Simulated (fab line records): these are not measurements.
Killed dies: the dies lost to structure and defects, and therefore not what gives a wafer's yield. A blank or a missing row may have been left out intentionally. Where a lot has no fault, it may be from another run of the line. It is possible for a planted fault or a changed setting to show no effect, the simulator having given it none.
Which tool is to blame? / flow nand-harc / 39 wafers from 13 lots sampled at 4 of the route's 1302 steps

== WHAT EACH GAUGE READ, for each wafer ==
NHARC_P_GATE_CD_MEAS_33. Usual: cd-nm 120 nm, standard deviation 3.6.
lot=L873; measured=day 6 03:35; on=cd-sem-02; cd-nm (nm)=118 121 121; flag=
lot=L874; measured=day 6 13:43; on=cd-sem-01; cd-nm (nm)=126 126 122; flag=
lot=L875; measured=day 6 19:25; on=cd-sem-02; cd-nm (nm)=118 123 120; flag=
lot=L876; measured=day 7 04:38; on=cd-sem-02; cd-nm (nm)=128 121 126; flag=
lot=L877; measured=day 7 15:06; on=cd-sem-03; cd-nm (nm)=124 121 125; flag=
lot=L878; measured=day 7 21:38; on=cd-sem-01; cd-nm (nm)=118 121 116; flag=
lot=L879; measured=day 8 08:53; on=cd-sem-03; cd-nm (nm)=119 118 121; flag=
lot=L881; measured=day 9 09:14; on=cd-sem-03; cd-nm (nm)=119 115 121; flag=
lot=L889; measured=day 12 13:00; on=cd-sem-02; cd-nm (nm)=124 123 117; flag=
lot=L891; measured=day 13 14:36; on=cd-sem-02; cd-nm (nm)=120 120 119; flag=
lot=L892; measured=day 13 21:11; on=cd-sem-01; cd-nm (nm)=123 117 116; flag=
lot=L893; measured=day 14 02:32; on=cd-sem-02; cd-nm (nm)=121 121 118; flag=
lot=L894; measured=day 14 16:24; on=cd-sem-01; cd-nm (nm)=118 120 116; flag=

NHARC_P_GATE_CD_MEAS_46: target cd 720 nm. Usual: cd-nm 719.8 nm, standard deviation 2.
lot=L873; measured=day 6 14:35; on=cd-sem-01; cd-nm (nm)=717.9 716.7 719.7; flag=
lot=L874; measured=day 7 00:46; on=cd-sem-02; cd-nm (nm)=718.7 719.5 718.0; flag=
lot=L875; measured=day 7 06:19; on=cd-sem-01; cd-nm (nm)=719.2 723.1 721.5; flag=
lot=L876; measured=day 7 15:33; on=cd-sem-01; cd-nm (nm)=720.2 718.1 719.8; flag=
lot=L877; measured=day 8 01:56; on=cd-sem-03; cd-nm (nm)=719.0 720.3 719.8; flag=
lot=L878; measured=day 8 08:30; on=cd-sem-03; cd-nm (nm)=720.7 718.2 719.7; flag=
lot=L879; measured=day 8 19:50; on=cd-sem-02; cd-nm (nm)=721.6 722.1 719.4; flag=
lot=L881; measured=day 9 20:15; on=cd-sem-02; cd-nm (nm)=690.8 692.9 688.7; flag=OFF
lot=L889; measured=day 12 23:59; on=cd-sem-02; cd-nm (nm)=718.5 722.6 722.1; flag=
lot=L891; measured=day 14 03:43; on=cd-sem-01; cd-nm (nm)=722.1 716.7 718.2; flag=
lot=L892; measured=day 14 08:11; on=cd-sem-03; cd-nm (nm)=721.4 718.2 712.8; flag=
lot=L893; measured=day 14 13:29; on=cd-sem-01; cd-nm (nm)=720.8 720.8 719.3; flag=
lot=L894; measured=day 15 03:23; on=cd-sem-02; cd-nm (nm)=720.6 721.6 719.4; flag=

== TOOL THAT RAN EACH LOT (tool first, then ch and the chambers of the sampled wafers, then the start) ==
lot=L873; NHARC_P_GATE_DEP_103=pecvd-04 ch 0,2, day 6 02:05; NHARC_P_GATE_EXPOSE_43=krf-scanner-04 ch 0, day 6 14:26
lot=L874; NHARC_P_GATE_DEP_103=pecvd-02 ch 0,1, day 6 12:11; NHARC_P_GATE_EXPOSE_43=krf-scanner-02 ch 0, day 7 00:37
lot=L875; NHARC_P_GATE_DEP_103=pecvd-04 ch 0,1, day 6 17:46; NHARC_P_GATE_EXPOSE_43=krf-scanner-02 ch 0, day 7 06:10
lot=L876; NHARC_P_GATE_DEP_103=pecvd-04 ch 0,1, day 7 02:57; NHARC_P_GATE_EXPOSE_43=krf-scanner-01 ch 0, day 7 15:23
lot=L877; NHARC_P_GATE_DEP_103=pecvd-01 ch 0,1,2, day 7 13:31; NHARC_P_GATE_EXPOSE_43=krf-scanner-01 ch 0, day 8 01:47
lot=L878; NHARC_P_GATE_DEP_103=pecvd-02 ch 0,1,2, day 7 19:55; NHARC_P_GATE_EXPOSE_43=krf-scanner-01 ch 0, day 8 08:20
lot=L879; NHARC_P_GATE_DEP_103=pecvd-04 ch 0,1, day 8 07:22; NHARC_P_GATE_EXPOSE_43=krf-scanner-02 ch 0, day 8 19:41
lot=L881; NHARC_P_GATE_DEP_103=pecvd-01 ch 0,2, day 9 07:36; NHARC_P_GATE_EXPOSE_43=krf-scanner-01 ch 0, day 9 20:06
lot=L889; NHARC_P_GATE_DEP_103=pecvd-01 ch 0,2, day 12 11:19; NHARC_P_GATE_EXPOSE_43=krf-scanner-01 ch 0, day 12 23:49
lot=L891; NHARC_P_GATE_DEP_103=pecvd-01 ch 1,2, day 13 12:56; NHARC_P_GATE_EXPOSE_43=krf-scanner-02 ch 0, day 14 03:34
lot=L892; NHARC_P_GATE_DEP_103=pecvd-02 ch 0,1,2, day 13 19:31; NHARC_P_GATE_EXPOSE_43=krf-scanner-04 ch 0, day 14 08:01
lot=L893; NHARC_P_GATE_DEP_103=pecvd-04 ch 1,2, day 14 00:53; NHARC_P_GATE_EXPOSE_43=krf-scanner-04 ch 0, day 14 13:19
lot=L894; NHARC_P_GATE_DEP_103=pecvd-04 ch 0,1, day 14 14:45; NHARC_P_GATE_EXPOSE_43=krf-scanner-01 ch 0, day 15 03:13
- NHARC_P_GATE_DEP_103: deposits SiON, target thk 30 nm.
- NHARC_P_GATE_EXPOSE_43: exposes mask P NSD, target cd 720 nm.

== AS READ BY THE TOOLS THEMSELVES (means over the sampled wafers that have a number; for cases with no such wafer, the mark the record gives instead) ==
NHARC_P_GATE_DEP_103. Usual: heater-power-w 745 W, standard deviation 64; rf-fwd-power-W 348.4 W, standard deviation 1.2.
lot=L873; tool=pecvd-04; heater-power-w (W)=793; rf-fwd-power-W (W)=348.5; flag=
lot=L874; tool=pecvd-02; heater-power-w (W)=671; rf-fwd-power-W (W)=348.4; flag=
lot=L875; tool=pecvd-04; heater-power-w (W)=714; rf-fwd-power-W (W)=349.6; flag=
lot=L876; tool=pecvd-04; heater-power-w (W)=711; rf-fwd-power-W (W)=348.3; flag=
lot=L877; tool=pecvd-01; heater-power-w (W)=771; rf-fwd-power-W (W)=349.3; flag=
lot=L878; tool=pecvd-02; heater-power-w (W)=700; rf-fwd-power-W (W)=347.0; flag=
lot=L879; tool=pecvd-04; heater-power-w (W)=816; rf-fwd-power-W (W)=348.4; flag=
lot=L881; tool=pecvd-01; heater-power-w (W)=804; rf-fwd-power-W (W)=348.7; flag=
lot=L889; tool=pecvd-01; heater-power-w (W)=789; rf-fwd-power-W (W)=347.8; flag=
lot=L891; tool=pecvd-01; heater-power-w (W)=794; rf-fwd-power-W (W)=348.0; flag=
lot=L892; tool=pecvd-02; heater-power-w (W)=709; rf-fwd-power-W (W)=347.5; flag=
lot=L893; tool=pecvd-04; heater-power-w (W)=703; rf-fwd-power-W (W)=348.2; flag=
lot=L894; tool=pecvd-04; heater-power-w (W)=793; rf-fwd-power-W (W)=346.9; flag=

== THE ANSWER, worked out from the rows above alone ==
Rule: take the mean of a lot's wafers that have a number; if it is more than 3 standard deviations from the usual mean, the lot is off. Also off: a lot with no number at a reading for which 4 or more lots have one. All remaining lots with rows at the step are treated as sound. Order of review: gauges by route order, followed by the tools' own readings, for which a lot's mean as printed above is used. At the first step where some lot is off, the reading lying furthest off is the one used; lots without a number count as furthest.
Off: L881, at NHARC_P_GATE_CD_MEAS_46 (cd-nm).
If a tool, at a process step before that reading, ran all the lots that are off and no sound lot after the first of them, it fits. The gauges at NHARC_P_GATE_CD_MEAS_46 are tried like those tools. Not one of the candidates tried fits.

== WHAT WAS PUT IN BY THE SIMULATOR ==
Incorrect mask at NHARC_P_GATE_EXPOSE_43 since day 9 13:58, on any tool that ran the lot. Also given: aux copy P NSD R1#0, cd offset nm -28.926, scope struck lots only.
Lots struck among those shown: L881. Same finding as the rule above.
